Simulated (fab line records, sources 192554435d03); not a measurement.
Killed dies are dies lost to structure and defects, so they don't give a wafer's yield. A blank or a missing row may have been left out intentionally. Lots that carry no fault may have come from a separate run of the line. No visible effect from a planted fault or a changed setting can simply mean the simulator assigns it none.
Split-lot experiment / flow n5-finfet / on a route of 1938 steps: 7 lots, 21 wafers read

## ABOUT THE SPLIT
At N5_GATE_CUT_ETCH_58 (etches SiNx in CH3F/O2, target depth 17 nm, time 128.6 s), the setting bias-w was moved away from the recipe's 21 W on 8 of the 21 wafers read, by -17.6% to +6.8%. The other wafers ran this setting at the recipe's value.

Reading taken at the split's own step.

## THE READING
rf-vpp-V, in V, at N5_GATE_CUT_ETCH_58 (etches SiNx in CH3F/O2, target depth 17 nm, time 128.6 s). Typical for fault-free wafers on this fab line: 99.1 V, with standard deviation 0.99 V.

wafer=L076.1; tool, chamber at the split=rie-diel-03, 0; bias-w as run, W=21; against the recipe=recipe; rf-vpp-V, V=99.8; against lot-mates on the recipe=-
wafer=L076.5; tool, chamber at the split=rie-diel-03, 0; bias-w as run, W=21; against the recipe=recipe; rf-vpp-V, V=99.1; against lot-mates on the recipe=-
wafer=L076.6; tool, chamber at the split=rie-diel-03, 3; bias-w as run, W=21; against the recipe=recipe; rf-vpp-V, V=100.1; against lot-mates on the recipe=-
wafer=L080.2; tool, chamber at the split=rie-diel-04, 2; bias-w as run, W=21; against the recipe=recipe; rf-vpp-V, V=99.6; against lot-mates on the recipe=-
wafer=L080.4; tool, chamber at the split=rie-diel-04, 0; bias-w as run, W=18.05; against the recipe=-14.0%; rf-vpp-V, V=89.0; against lot-mates on the recipe=-10.6
wafer=L080.5; tool, chamber at the split=rie-diel-04, 2; bias-w as run, W=18.05; against the recipe=-14.0%; rf-vpp-V, V=89.9; against lot-mates on the recipe=-9.7
wafer=L081.2; tool, chamber at the split=rie-diel-04, 1; bias-w as run, W=17.52; against the recipe=-16.6%; rf-vpp-V, V=88.8; against lot-mates on the recipe=-10.7
wafer=L081.3; tool, chamber at the split=rie-diel-04, 2; bias-w as run, W=21; against the recipe=recipe; rf-vpp-V, V=99.0; against lot-mates on the recipe=-
wafer=L081.4; tool, chamber at the split=rie-diel-04, 0; bias-w as run, W=21; against the recipe=recipe; rf-vpp-V, V=100.0; against lot-mates on the recipe=-
wafer=L084.3; tool, chamber at the split=rie-diel-03, 1; bias-w as run, W=22.43; against the recipe=+6.8%; rf-vpp-V, V=103.0; against lot-mates on the recipe=+1.0
wafer=L084.5; tool, chamber at the split=rie-diel-03, 3; bias-w as run, W=22.43; against the recipe=+6.8%; rf-vpp-V, V=103.6; against lot-mates on the recipe=+1.6
wafer=L084.6; tool, chamber at the split=rie-diel-03, 0; bias-w as run, W=21; against the recipe=recipe; rf-vpp-V, V=102.0; against lot-mates on the recipe=-
wafer=L091.1; tool, chamber at the split=rie-diel-03, 1; bias-w as run, W=21; against the recipe=recipe; rf-vpp-V, V=99.1; against lot-mates on the recipe=-
wafer=L091.4; tool, chamber at the split=rie-diel-03, 3; bias-w as run, W=21; against the recipe=recipe; rf-vpp-V, V=96.1; against lot-mates on the recipe=-
wafer=L091.5; tool, chamber at the split=rie-diel-03, 0; bias-w as run, W=21; against the recipe=recipe; rf-vpp-V, V=99.6; against lot-mates on the recipe=-
wafer=L093.3; tool, chamber at the split=rie-diel-03, 0; bias-w as run, W=21; against the recipe=recipe; rf-vpp-V, V=99.6; against lot-mates on the recipe=-
wafer=L093.5; tool, chamber at the split=rie-diel-03, 3; bias-w as run, W=17.3; against the recipe=-17.6%; rf-vpp-V, V=86.3; against lot-mates on the recipe=-13.3
wafer=L093.6; tool, chamber at the split=rie-diel-03, 0; bias-w as run, W=17.3; against the recipe=-17.6%; rf-vpp-V, V=88.4; against lot-mates on the recipe=-11.2
wafer=L094.1; tool, chamber at the split=rie-diel-04, 1; bias-w as run, W=17.36; against the recipe=-17.3%; rf-vpp-V, V=88.6; against lot-mates on the recipe=-10.0
wafer=L094.2; tool, chamber at the split=rie-diel-04, 3; bias-w as run, W=21; against the recipe=recipe; rf-vpp-V, V=97.9; against lot-mates on the recipe=-
wafer=L094.5; tool, chamber at the split=rie-diel-04, 3; bias-w as run, W=21; against the recipe=recipe; rf-vpp-V, V=99.3; against lot-mates on the recipe=-

THE FIT
A straight line over all 21 wafers: rf-vpp-V changes by +0.657 V for each +1% of bias-w; r = +0.98; the points scatter about the line by 1.2 V.
The same after taking each lot's own level away (the mean of its wafers on the recipe; 21 wafers): +0.618 V for each +1%; r = +0.97; scatter 1.3 V.
That fit puts the effect of the largest move of bias-w on the reading at 11 V.
The span of the lots' own levels, 98.27 to 102.00 V, comes to 3.8 times the standard deviation stated above.
So the lot-to-lot level changes the slope little: the two slopes agree.
Check: with one of the wafers moved furthest among these (-17.6%) left out of the fit, the line predicts -11 V for it against its lot-mates. Against them it came out at -13.3 V.
Tool readings at the split's step, against how far the setting was moved: rf-vpp-V r = +0.98.

## ADDITIONAL SPLITS CARRIED BY THESE WAFERS
Before the reading, these wafers also passed through other splits. Each is held against what the fit with the lots' levels taken away leaves over:
other split on the same wafers=N5_SD_EPI_P_ETCH_16 target-depth-a; wafers away from the commonest value=5; r with rf-vpp-V (lot level and that fit taken away)=-0.03
other split on the same wafers=N5_HKMG_FIN_ETCH_55 time-s; wafers away from the commonest value=5; r with rf-vpp-V (lot level and that fit taken away)=-0.12
other split on the same wafers=N5_HKMG_FIN_ETCH_58 source-w; wafers away from the commonest value=5; r with rf-vpp-V (lot level and that fit taken away)=+0.13

## THE WHOLE CHAIN: every reading that the file lists as answering this split, in the file's order
step=N5_GATE_CUT_ETCH_58; what it does=etches SiNx in CH3F/O2, target depth 17 nm, time 128.6 s; reading=rf-vpp-V; change (the file's fit)=+0.637 V for each +1% of the setting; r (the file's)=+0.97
step=N5_GATE_CUT_ETCH_58; what it does=etches SiNx in CH3F/O2, target depth 17 nm, time 128.6 s; reading=etch.depth-nm (the simulator's own value, which no gauge read); change (the file's fit)=+0.105 nm for each +1% of the setting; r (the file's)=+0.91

## FILE'S OWN FIT
rf-vpp-V changes by +0.637 V for each +1% of bias-w, r = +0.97.
